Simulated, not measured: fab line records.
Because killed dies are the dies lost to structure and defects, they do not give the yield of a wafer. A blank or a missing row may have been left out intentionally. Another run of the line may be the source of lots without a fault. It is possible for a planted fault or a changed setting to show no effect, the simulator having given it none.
Matching of chambers -- flow n5Finfet -- cmp-01 running N5_GATE_CUT_CMP_02: 4 sister chambers
The step polishes, stops on SiO2, t overpolish 12.7 s, target thk 0 nm. 4 wafers are shown with their chamber, then 9 later ones without.

== WAFERS WITH THEIR CHAMBER ==
wafer,chamber,motorCurrentA (A)
L075.6,1,10.3
L090.2,2,9.6
L090.3,0,8.2
L090.6,3,9.4

== WAFERS WITHOUT THEIR CHAMBER ==
wafer,motorCurrentA (A)
L092.2,7.8
L092.4,10.2
L092.5,9.4
L093.2,9.8
L093.3,8.2
L093.5,9.3
L095.1,10.4
L095.3,9.6
L095.6,8.0

== WHICH CHAMBER EACH WENT THROUGH ==
wafer,from the rows above,in truth
L092.2,0,0
L092.4,1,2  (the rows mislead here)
L092.5,can't be placed: 3 or 2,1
L093.2,can't be placed: 2 or 3 or 1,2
L093.3,0,0
L093.5,can't be placed: 3 or 2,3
L095.1,1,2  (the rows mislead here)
L095.3,can't be placed: 2 or 3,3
L095.6,0,0
Correctly placed: 3 of 9. Can't be placed from these rows: 4 (the true chamber is among the candidates in 3). Number placed wrongly: 2.
How it was worked out, from the rows above alone: a wafer's distance from a chamber is the root of the sum, over the readings, of the square of ((its reading less the chamber's mean) divided by the reading's scatter). The wafer belongs to the nearest chamber; if the next one is less than 2 further off, it can't be placed. Each chamber's mean is taken over the wafers shown for it. The scatter: root of mean squared gap, hidden wafer to nearest shown wafer, with one shown wafer a chamber.
